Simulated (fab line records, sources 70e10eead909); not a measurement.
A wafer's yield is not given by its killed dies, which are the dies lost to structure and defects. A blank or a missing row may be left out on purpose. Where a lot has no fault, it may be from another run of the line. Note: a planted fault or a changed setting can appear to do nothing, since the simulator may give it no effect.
A lot that was struck, set against a sound lot + flow nandHarc + 42 steps out of a route of 1159
Sound: these wafers, L202.2, L202.3, L202.6. Struck: wafer L214.4 (L214.2, L214.6, from the same lot, were not struck and are left out); the cause is given at the end.
Per side, at each step with rows, come the tool, then ch with its chambers, and then its first start. Under that, the readings that differ: sound wafers + struck wafers + difference of the means + sigmas: that difference in standard deviations of wafers without a fault.
alike: readings with means less than 2 such deviations apart, plus words and numbers identical on both sides. not compared: withheld readings, readings lacking a value on some wafer, bounds such as >300 that could conceal the same value, and numbers that have no deviation in the record and whose values overlap.
A row with sigmas, a row that says differs or no value, or rows on one side alone: a step with any of these is where the two part. Numbers that have no deviation but don't overlap get no sigmas and don't part them. A reading missing from all wafers of one side parts the sides only when that side holds two or more wafers.

first, 4 steps without rows for these wafers: NHARC_A_SGD_CUT_SRD_19; NHARC_A_SGD_CUT_DEP_20 (deposits SiO2, target thk 150 nm); NHARC_A_SGD_CUT_ANNEAL_27 (time 1800 s); NHARC_A_SGD_CUT_CMP_21 (polishes, target thk 148.19 nm).
NHARC_A_SGD_CUT_THK_MEAS_22: measures by ellipsometry.
  struck on filmMetro-01, day 17 19:01; sound on filmMetro-01, day 14 11:28
  alike: thkNm
then, 2 steps without rows for these wafers: NHARC_A_SGD_CUT_SRD_23; NHARC_A_SGD_CUT_ETCH_26 (etches SiO2 in dHF, target depth 45.8 nm).
NHARC_A_SGD_CUT_ETCHBACK_24: etches the open film in CH3F/O2, target depth 50 nm, time 92.857 s.
  sound on rieDiel-10 ch 2,3, day 14 11:43; struck on rieDiel-12 ch 1, day 17 19:16
| reading   | sound                | struck | difference | sigmas |
|-----------|----------------------|--------|------------|--------|
| biasW (W) | 100.47 100.06 100.12 | 99.44  | -0.78      | -3     |
  alike: drypumpMotorCurrentA, oesProductAu, rfVppV, showerheadPlenumPTorr, throttleValvePct
  not compared: rfHoursCounterH
NHARC_A_SGD_CUT_STRIP_28: strips in O2, time 20 s.
  sound: rieDiel-10 ch 0,1,2; struck: rieDiel-12 ch 1
  alike: drypumpMotorCurrentA, oesProductAu, rfVppV, showerheadPlenumPTorr, throttleValvePct
  not compared: rfHoursCounterH
NHARC_A_SGD_CUT_INSPECT_25:
  struck on defectInspect-01, day 17 19:29; sound on defectInspect-02, day 14 11:56
  alike: rawDefectCount
NHARC_A_SLIT_DEP_25: deposits SiO2, target thk 200 nm.
  sound on pecvd-01 ch 0,1,2, day 14 12:01; struck on pecvd-03 ch 0, day 17 19:38
| reading          | sound       | struck | difference | sigmas |
|------------------|-------------|--------|------------|--------|
| heaterPowerW (W) | 620 404 515 | 803    | +290       | +2     |
  alike: susceptorTempC, throttleValvePct
NHARC_A_SLIT_DEP_00: deposits aC, target thk 3200 nm.
  sound on aclDep-03 ch 0, day 14 13:15; struck on aclDep-01 ch 0, day 17 20:50
  alike: throttleValvePct
  not compared: susceptorTempC
NHARC_A_SLIT_DEP_23: deposits SiON, target thk 100 nm.
  sound on pecvd-03 ch 0,1,2, day 14 14:54; struck on pecvd-03 ch 2, day 17 22:29
  alike: heaterPowerW, susceptorTempC
then, 8 steps without rows for these wafers: NHARC_A_SLIT_DEHYDRATE_01 (time 120 s); NHARC_A_SLIT_HMDS_02 (time 30 s); NHARC_A_SLIT_COAT_03 (resist thk 90 nm); NHARC_A_SLIT_SOFTBAKE_04 (time 55 s); NHARC_A_SLIT_EBR_05; NHARC_A_SLIT_EXPOSE_06 (exposes mask SLIT); NHARC_A_SLIT_PEB_07 (peb time 65 s); NHARC_A_SLIT_DEVELOP_08 (develop time 35 s).
NHARC_A_SLIT_CD_MEAS_09: target cd 300 nm.
  sound on cdSem-03 ch 0, day 14 15:33; struck on cdSem-01 ch 0, day 17 23:07
  alike: cdNm
NHARC_A_SLIT_OVL_MEAS_10:
  struck on overlay-02, day 17 23:12; sound on overlay-01, day 14 15:38
  alike: overlayXNm, overlayYNm
NHARC_A_SLIT_INSPECT_11:
  struck on defectInspect-02, day 17 23:14; sound on defectInspect-01, day 14 15:40
  alike: rawDefectCount
then, 10 steps without rows for these wafers: NHARC_A_SLIT_DESCUM_14 (chemistry O2, time 3 s); NHARC_A_SLIT_ETCH_24 (etches the open film in CF4/CHF3, target depth 121 nm, time 60.5 s); NHARC_A_SLIT_ETCH_15 (etches the open film in O2/COS, target depth 3200 nm, time 832 s); NHARC_A_SLIT_ETCH_17 (etches the open film in C4F8/O2/Ar, time 1687.5 s, target depth 10100 nm); NHARC_A_SLIT_ETCH_26 (etches the open film in C4F8/O2/Ar, time 90 s, target depth 400 nm); NHARC_A_SLIT_STRIP_28 (strips in O2/COS); NHARC_A_SLIT_ETCH_29 (etches the open film in CF4/O2, target depth 100 nm, overetch 10 nm, time 55 s); NHARC_A_SLIT_STRIP_18 (strips in O2); NHARC_A_SLIT_PRECLEAN_19 (cleans in SC1); NHARC_A_SLIT_SRD_20.
NHARC_A_SLIT_CD_MEAS_21:
  struck on cdSem-01, day 18 03:38; sound on cdSem-01, day 14 19:09
  alike: cdNm
then, 3 steps without rows for these wafers: NHARC_A_SIN_REMOVE_WET_00 (chemistry H3PO4, time 15300 s); NHARC_A_SIN_REMOVE_PRECLEAN_01 (cleans in SC1); NHARC_A_SIN_REMOVE_SRD_02.
NHARC_A_SIN_REMOVE_INSPECT_04:
  the record has rows for the sound wafers here (defectInspect-01, day 15 02:02) and none for the struck ones
then, 1 step without rows for these wafers: NHARC_A_WL_FILL_ALD_00 (deposits Al2O3, target thk 3 nm, pulse time 3 s, ald cycles 30).
NHARC_A_WL_FILL_RTA_01: time 5 s.
  the record has rows for the sound wafers here (rtpAnneal-02 ch 0, day 15 02:34) and none for the struck ones
-- break in the record here, with 7 days between the starts of the struck wafers on either side (left off in module A_WL_FILL, picked up again in module END, where the first step shown is number 1159 on the route) --
NHARC_END_SORT_01:
  here the record holds rows for the struck wafers (prober-01 ch 0, day 25 01:58) but none for the sound ones

== WHERE THEY PART ==
At NHARC_A_SGD_CUT_ETCHBACK_24 first; at NHARC_END_SORT_01 last (within this record only).

WHY: whatever the simulator had introduced
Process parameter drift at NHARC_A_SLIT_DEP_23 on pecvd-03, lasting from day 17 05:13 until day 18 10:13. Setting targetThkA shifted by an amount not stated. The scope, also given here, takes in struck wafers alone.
